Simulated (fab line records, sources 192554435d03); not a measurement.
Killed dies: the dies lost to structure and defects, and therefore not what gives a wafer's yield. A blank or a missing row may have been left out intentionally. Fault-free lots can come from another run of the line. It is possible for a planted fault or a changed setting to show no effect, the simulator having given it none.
Split-lot experiment    flow n5Finfet    23 wafers read from 5 lots, route of 1938 steps

## ABOUT THE SPLIT
At N5_BEOL_M10_COAT_59 (time 60 s, resist thk 100 nm), the setting spinRpm was moved away from the recipe's 1500 rpm on 11 of the 23 wafers read, by -9.9% to +7.1%. For the rest of the wafers, this setting stayed at what the recipe calls for.

## FROM THE SPLIT TO THE READING: what the file shows between them, 4 steps
- N5_BEOL_M10_COAT_60: time 60 s, resist thk 30 nm
- N5_BEOL_M10_COAT_05: resist thk 90 nm
- N5_BEOL_M10_DESCUM_16: chemistry O2, time 7.9 s
- N5_BEOL_M10_ETCH_61: etches SiARC in CF4, target depth 39 nm, time 65 s

## THE READING
etch.depthNm (the simulator's own value, which no gauge read), in nm, at N5_BEOL_M10_ETCH_62 (etches SOC in N2/H2, target depth 110 nm, overetch 22 nm, time 165 s). No usual value for it is given in the file. The 12 wafers here that ran the recipe average 100.12 nm, standard deviation 0.19 nm.

wafer   tool, chamber at the split  spinRpm as run, rpm  against the recipe  etch.depthNm, nm  against lot-mates on the recipe
L079.1  lithoTrack-04, 0            1500                 recipe              100.5             -
L079.2  lithoTrack-04, 0            1371                 -8.6%               105               +4.60
L079.4  lithoTrack-04, 0            1371                 -8.6%               105.1             +4.70
L079.5  lithoTrack-04, 0            1371                 -8.6%               105.1             +4.70
L079.6  lithoTrack-04, 0            1500                 recipe              100.3             -
L078.2  lithoTrack-02, 0            1607                 +7.1%               96.63             -3.39
L078.3  lithoTrack-02, 0            1500                 recipe              99.88             -
L078.4  lithoTrack-02, 0            1500                 recipe              99.98             -
L078.5  lithoTrack-02, 0            1607                 +7.1%               96.38             -3.64
L078.6  lithoTrack-02, 0            1500                 recipe              100.2             -
L080.1  lithoTrack-02, 0            1351                 -9.9%               106               +5.75
L080.2  lithoTrack-02, 0            1351                 -9.9%               105.4             +5.15
L080.3  lithoTrack-02, 0            1500                 recipe              100.2             -
L080.4  lithoTrack-02, 0            1351                 -9.9%               105.8             +5.55
L080.5  lithoTrack-02, 0            1500                 recipe              100.3             -
L082.1  lithoTrack-02, 0            1500                 recipe              100               -
L082.4  lithoTrack-02, 0            1500                 recipe              100.2             -
L082.6  lithoTrack-02, 0            1500                 recipe              100.1             -
L091.2  lithoTrack-04, 0            1354                 -9.7%               105               +5.13
L091.5  lithoTrack-04, 0            1354                 -9.7%               105               +5.13
L091.3  lithoTrack-04, 0            1500                 recipe              99.9              -
L091.4  lithoTrack-04, 0            1500                 recipe              99.83             -
L091.6  lithoTrack-04, 0            1354                 -9.7%               104.9             +5.03

THE FIT
A straight line over all 23 wafers: etch.depthNm changes by -0.536 nm for each +1% of spinRpm; r = -1.00; the points scatter about the line by 0.29 nm.
The same after taking each lot's own level away (the mean of its wafers on the recipe; 23 wafers): -0.53 nm for each +1%; r = -1.00; scatter 0.17 nm.
That fit puts the effect of the largest move of spinRpm on the reading at 5.3 nm.
The lots' own levels span 99.865 to 100.400 nm, that is 2.8 times the standard deviation above.
The two slopes agree, so the slope changes little with the lot-to-lot level.
Check: with one of the wafers moved furthest among these (-9.9%) left out of the fit, the line predicts +5.27 nm for it against its lot-mates. It came out at +5.75 nm against them.

## ADDITIONAL SPLITS CARRIED BY THESE WAFERS
Before the reading, these wafers also passed through other splits. Each is held against what the fit with the lots' levels taken away leaves over:
other split on the same wafers  wafers away from the commonest value  r with etch.depthNm (lot level and that fit taken away)
N5_BEOL_M8_DESCUM_16 timeS      9                                     +0.01
N5_BEOL_M10_ILD_DEP_00 timeS    8                                     -0.11

## THE WHOLE CHAIN: every reading that the file lists as answering this split, in the file's order
step                 what it does                                                          reading                                                                         change (the file's fit)                r (the file's)
N5_BEOL_M10_COAT_59  time 60 s, resist thk 100 nm                                          SOC_of_BEOL_M10_COAT_59.thkNm (the simulator's own value, which no gauge read)  -0.536 nm for each +1% of the setting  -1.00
N5_BEOL_M10_ETCH_62  etches SOC in N2/H2, target depth 110 nm, overetch 22 nm, time 165 s  etch.depthNm (the simulator's own value, which no gauge read)                   -0.533 nm for each +1% of the setting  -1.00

## THE FILE'S OWN FIT
etch.depthNm changes by -0.533 nm for each +1% of spinRpm, r = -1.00.
